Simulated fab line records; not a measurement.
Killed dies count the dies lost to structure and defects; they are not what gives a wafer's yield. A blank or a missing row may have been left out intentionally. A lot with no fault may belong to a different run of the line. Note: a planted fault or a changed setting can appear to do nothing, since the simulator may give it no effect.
What tool caused it? + flow nand-harc + 29 wafers from 11 lots sampled at 7 of the route's 1302 steps

## WHAT THE GAUGES SHOWED, per wafer
NHARC_P_GATE_INSPECT_68. Usual: raw-defect-count at 204, with a standard deviation of 84.
| lot  | measured     | on                | raw-defect-count | flag |
|------|--------------|-------------------|------------------|------|
| L778 | day 5 22:49  | defect-inspect-01 | 182 268 224      |      |
| L779 | day 6 02:16  | defect-inspect-01 | 197 145 123      |      |
| L780 | day 6 15:11  | defect-inspect-02 | 196 225 195      |      |
| L784 | day 8 02:53  | defect-inspect-01 | 237 134 198      |      |
| L785 | day 8 17:10  | defect-inspect-02 | 229 194 135      |      |
| L788 | day 9 20:19  | defect-inspect-02 | 134 101 95       |      |
| L787 | day 9 21:13  | defect-inspect-02 | 339 261 198      |      |
| L789 | day 10 13:17 | defect-inspect-02 | 139 189 230      |      |
| L790 | day 10 16:08 | defect-inspect-02 | 234 161 236      |      |
| L792 | day 11 22:22 | defect-inspect-02 | 1262 1264        | OFF  |
| L793 | day 11 23:15 | defect-inspect-02 | 1024 1007        | OFF  |

NHARC_END_SORT_01. Usual: killed-at-array 58, standard deviation 19; killed-at-other 1.1, standard deviation 1.2; killed-at-periphery 3.8, standard deviation 2.4; killed-dies 63, standard deviation 18; killed-open 3.3, standard deviation 1.8; killed-short 2.2, standard deviation 1.6.
| lot  | measured     | on        | killed-at-array | killed-at-other | killed-at-periphery | killed-dies | killed-open | killed-short | flag |
|------|--------------|-----------|-----------------|-----------------|---------------------|-------------|-------------|--------------|------|
| L788 | day 28 19:59 | prober-02 | 60              | 1               | 2                   | 63          | 0           | 3            |      |
| L787 | day 28 13:51 | prober-01 | 22 21 20        | 0 1 0           | 6 9 2               | 28 31 22    | 6 3 2       | 2 3 3        |      |
| L789 | day 29 04:23 | prober-02 | 112 86 84       | 1 1 0           | 2 2 4               | 115 89 88   | 1 4 2       | 0 1 1        |      |
| L792 | day 31 09:29 | prober-01 | 50              | 1               | 91                  | 142         | 6           | 3            | OFF  |
| L793 | day 31 11:49 | prober-01 | 78              | 0               | 96                  | 174         | 2           | 1            | OFF  |

## WHICH TOOL RAN EACH LOT (tool, then ch and the chambers of the sampled wafers, then the start)
| lot  | NHARC_P_GATE_STRIP_76                | NHARC_P_GATE_RTA_82              | NHARC_P_CONTACT_DEP_30          | NHARC_P_CONTACT_DEP_00                     | NHARC_P_CONTACT_ETCH_35            |
|------|--------------------------------------|----------------------------------|---------------------------------|--------------------------------------------|------------------------------------|
| L778 | plasma-asher-01 ch 0,1, day 5 18:28  | rtp-anneal-01 ch 0, day 5 22:37  | pecvd-03 ch 1,2, day 5 22:53    | pecvd-03 ch 1,2, day 6 00:43 or earlier    | rie-diel-12 ch 0,1,3, day 6 00:43  |
| L779 | plasma-asher-02 ch 0,1, day 5 22:17  | rtp-anneal-01 ch 0, day 6 02:04  | pecvd-04 ch 0,1,2, day 6 02:20  | pecvd-04 ch 0,1,2, day 6 04:01 or earlier  | rie-diel-12 ch 0,1,3, day 6 04:01  |
| L780 | plasma-asher-02 ch 0,1, day 6 11:12  | rtp-anneal-01 ch 0, day 6 15:01  | pecvd-02 ch 1,2, day 6 15:20    | pecvd-02 ch 1,2, day 6 17:07 or earlier    | rie-diel-12 ch 0,2, day 6 17:07    |
| L784 | plasma-asher-02 ch 1, day 7 22:54    | rtp-anneal-01 ch 0, day 8 02:41  | pecvd-03 ch 0,2, day 8 02:57    | pecvd-03 ch 0,2, day 8 03:18               | rie-diel-10 ch 0,1,3, day 8 04:53  |
| L785 | plasma-asher-01 ch 1, day 8 13:08    | rtp-anneal-02 ch 0, day 8 16:58  | pecvd-02 ch 0,2, day 8 17:19    | pecvd-02 ch 0,2, day 8 19:02 or earlier    | rie-diel-10 ch 1,2,3, day 8 19:02  |
| L788 | plasma-asher-02 ch 0,1, day 9 16:20  | rtp-anneal-01 ch 0, day 9 20:09  | pecvd-04 ch 0,1,2, day 9 20:26  | pecvd-04 ch 0,1,2, day 9 22:07 or earlier  | rie-diel-10 ch 0,2,3, day 9 22:07  |
| L787 | plasma-asher-02 ch 0,1, day 9 17:13  | rtp-anneal-01 ch 0, day 9 21:04  | pecvd-03 ch 0,1, day 9 21:22    | pecvd-03 ch 0,1, day 9 23:06 or earlier    | rie-diel-12 ch 0,2, day 9 23:06    |
| L789 | plasma-asher-01 ch 0,1, day 10 09:19 | rtp-anneal-02 ch 0, day 10 13:05 | pecvd-03 ch 1,2, day 10 13:26   | pecvd-03 ch 1,2, day 10 15:12 or earlier   | rie-diel-07 ch 0,2,3, day 10 15:12 |
| L790 | plasma-asher-01 ch 0,1, day 10 12:10 | rtp-anneal-02 ch 0, day 10 15:56 | pecvd-03 ch 0,1,2, day 10 16:12 | pecvd-03 ch 0,1,2, day 10 18:01 or earlier | rie-diel-10 ch 0,1,2, day 10 18:01 |
| L792 | plasma-asher-01 ch 1, day 11 18:25   | rtp-anneal-02 ch 0, day 11 22:14 | pecvd-03 ch 2, day 12 04:11     | pecvd-03 ch 2, day 12 13:30 or earlier     | rie-diel-12 ch 2, day 12 13:30     |
| L793 | plasma-asher-01 ch 1, day 11 19:08   | rtp-anneal-01 ch 0, day 11 23:08 | pecvd-04 ch 2, day 12 00:31     | pecvd-04 ch 2, day 12 13:29 or earlier     | rie-diel-12 ch 0, day 12 13:29     |
- NHARC_P_GATE_STRIP_76: strips in O2.
- NHARC_P_GATE_RTA_82: time 30 s.
- NHARC_P_CONTACT_DEP_30: deposits SiNx, target thk 30 nm.
- NHARC_P_CONTACT_DEP_00: deposits SiO2, target thk 500 nm.
- NHARC_P_CONTACT_ETCH_35: etches the open film in CF4, target depth 39 nm, time 65 s.

## WHAT THE TOOLS THEMSELVES READ (means of the sampled wafers that have a number; where no wafer has one, the mark that the record gives instead)
NHARC_P_GATE_STRIP_76. Usual: drypump-motor-current-A 5.9 A, standard deviation 0.37; heater-power-w 346 W, standard deviation 43; temp-c 249.96 C, standard deviation 0.19.
| lot  | tool            | drypump-motor-current-A (A) | heater-power-w (W) | temp-c (C) | flag |
|------|-----------------|-----------------------------|--------------------|------------|------|
| L778 | plasma-asher-01 | 5.8                         | 351                | 250.07     |      |
| L779 | plasma-asher-02 | 6.1                         | 344                | 249.91     |      |
| L780 | plasma-asher-02 | 6.1                         | 344                | 250.02     |      |
| L784 | plasma-asher-02 | 5.6                         | 413                | 250.09     |      |
| L785 | plasma-asher-01 | 6.0                         | 364                | 250.12     |      |
| L788 | plasma-asher-02 | 6.1                         | 346                | 250.14     |      |
| L787 | plasma-asher-02 | 5.9                         | 377                | 249.79     |      |
| L789 | plasma-asher-01 | 5.6                         | 318                | 250.00     |      |
| L790 | plasma-asher-01 | 5.6                         | 312                | 249.94     |      |
| L792 | plasma-asher-01 | 6.0                         | 369                | 249.77     |      |
| L793 | plasma-asher-01 | 6.0                         | 370                | 249.95     |      |

NHARC_P_GATE_RTA_82. Usual: lamp-power-pct 3.89 %, standard deviation 0.16; wafer_temp_C_max 452.1, standard deviation 0.66.
| lot  | tool          | lamp-power-pct (%) | wafer_temp_C_max | flag |
|------|---------------|--------------------|------------------|------|
| L778 | rtp-anneal-01 | 3.74               | 452.6            |      |
| L779 | rtp-anneal-01 | 3.74               | 452.7            |      |
| L780 | rtp-anneal-01 | 3.74               | 452.2            |      |
| L784 | rtp-anneal-01 | 3.74               | 453.0            |      |
| L785 | rtp-anneal-02 | 4.07               | 451.9            |      |
| L788 | rtp-anneal-01 | 3.74               | 453.0            |      |
| L787 | rtp-anneal-01 | 3.74               | 452.8            |      |
| L789 | rtp-anneal-02 | 4.06               | 451.5            |      |
| L790 | rtp-anneal-02 | 4.07               | 451.4            |      |
| L792 | rtp-anneal-02 | 4.06               | 451.2            |      |
| L793 | rtp-anneal-01 | 3.74               | 452.5            |      |

NHARC_P_CONTACT_DEP_30. Usual: heater-power-w 738 W, standard deviation 98; rf-fwd-power-W 448.7 W, standard deviation 1.4.
| lot  | tool     | heater-power-w (W) | rf-fwd-power-W (W) | flag |
|------|----------|--------------------|--------------------|------|
| L778 | pecvd-03 | 637                | 446.3              |      |
| L779 | pecvd-04 | 756                | 448.7              |      |
| L780 | pecvd-02 | 801                | 449.6              |      |
| L784 | pecvd-03 | 771                | 448.4              |      |
| L785 | pecvd-02 | 762                | 448.5              |      |
| L788 | pecvd-04 | 736                | 448.6              |      |
| L787 | pecvd-03 | 634                | 448.3              |      |
| L789 | pecvd-03 | 675                | 449.0              |      |
| L790 | pecvd-03 | 702                | 447.7              |      |
| L792 | pecvd-03 | 757                | 448.8              |      |
| L793 | pecvd-04 | 814                | 449.6              |      |

NHARC_P_CONTACT_DEP_00. Usual: heater-power-w 572 W, standard deviation 110; rf-fwd-power-W 897.9 W, standard deviation 2.8; throttle-valve-pct 15.7 %, standard deviation 0.56.
| lot  | tool     | heater-power-w (W) | rf-fwd-power-W (W) | throttle-valve-pct (%) | flag |
|------|----------|--------------------|--------------------|------------------------|------|
| L778 | pecvd-03 | 485                | 899.2              | 15.5                   |      |
| L779 | pecvd-04 | 583                | 898.9              | 15.4                   |      |
| L780 | pecvd-02 | 626                | 897.6              | 15.7                   |      |
| L784 | pecvd-03 | 551                | 899.6              | 16.0                   |      |
| L785 | pecvd-02 | 568                | 897.7              | 16.4                   |      |
| L788 | pecvd-04 | 581                | 897.8              | 15.7                   |      |
| L787 | pecvd-03 | 434                | 897.9              | 15.8                   |      |
| L789 | pecvd-03 | 562                | 896.8              | 15.3                   |      |
| L790 | pecvd-03 | 527                | 897.2              | 15.6                   |      |
| L792 | pecvd-03 | 628                | 901.0              | 15.2                   |      |
| L793 | pecvd-04 | 704                | 894.4              | 16.2                   |      |

NHARC_P_CONTACT_ETCH_35. Usual: drypump-motor-current-A 6.0 A, standard deviation 0.41; oes-product-au 1.000 a.u., standard deviation 0.014; rf-fwd-power-W 297.6 W, standard deviation 0.96; rf-vpp-V 151.4 V, standard deviation 1.1; showerhead-plenum-p-Torr 1.78 Torr, standard deviation 0.061; throttle-valve-pct 13.285 %, standard deviation 0.0088.
| lot  | tool        | drypump-motor-current-A (A) | oes-product-au (a.u.) | rf-fwd-power-W (W) | rf-vpp-V (V) | showerhead-plenum-p-Torr (Torr) | throttle-valve-pct (%) | flag |
|------|-------------|-----------------------------|-----------------------|--------------------|--------------|---------------------------------|------------------------|------|
| L778 | rie-diel-12 | 6.3                         | 1.006                 | 297.1              | 151.3        | 1.79                            | 13.276                 |      |
| L779 | rie-diel-12 | 6.2                         | 1.000                 | 297.2              | 152.0        | 1.79                            | 13.284                 |      |
| L780 | rie-diel-12 | 5.8                         | 1.013                 | 297.6              | 151.2        | 1.78                            | 13.276                 |      |
| L784 | rie-diel-10 | 6.4                         | 1.003                 | 299.2              | 152.1        | 1.81                            | 13.292                 |      |
| L785 | rie-diel-10 | 6.2                         | 1.009                 | 298.1              | 151.5        | 1.79                            | 13.283                 |      |
| L788 | rie-diel-10 | 6.0                         | 0.998                 | 297.3              | 150.7        | 1.74                            | 13.284                 |      |
| L787 | rie-diel-12 | 5.9                         | 0.996                 | 297.8              | 150.6        | 1.80                            | 13.281                 |      |
| L789 | rie-diel-07 | 5.9                         | 0.976                 | 296.5              | 150.9        | 1.78                            | 13.296                 |      |
| L790 | rie-diel-10 | 6.1                         | 1.002                 | 297.4              | 151.7        | 1.75                            | 13.291                 |      |
| L792 | rie-diel-12 | 5.7                         | 1.019                 | 297.4              | 150.0        | 1.76                            | 13.291                 |      |
| L793 | rie-diel-12 | 5.9                         | 0.992                 | 297.2              | 151.7        | 1.82                            | 13.306                 |      |

## THE ANSWER, worked out from the rows above alone
Rule: take the mean of a lot's wafers that have a number; if it is more than 3 standard deviations from the usual mean, the lot is off. Also off: a lot with no number at a reading for which 4 or more lots have one. The other lots that the step has rows for count as sound. First the gauges in route order, then the tools' own readings, where a lot's mean is used as printed above. The first step at which some lot is off is used, and at that step the reading that is off furthest; a lot without a number counts as furthest.
Off at NHARC_P_GATE_INSPECT_68 (raw-defect-count): L792, L793.
If a tool, at a process step before that reading, ran all the lots that are off and no sound lot after the first of them, it fits. Not tried: the gauges at NHARC_P_GATE_INSPECT_68; whatever is off there is also off at NHARC_END_SORT_01, on other tools, and gauge error can't account for it. One fits: plasma-asher-01 at NHARC_P_GATE_STRIP_76. A fault onset in the window from L790 (day 10 12:10, its last sound lot) to L792 (day 11 18:25, its first lot off) fits.

## WHAT THE SIMULATOR HAD PUT IN
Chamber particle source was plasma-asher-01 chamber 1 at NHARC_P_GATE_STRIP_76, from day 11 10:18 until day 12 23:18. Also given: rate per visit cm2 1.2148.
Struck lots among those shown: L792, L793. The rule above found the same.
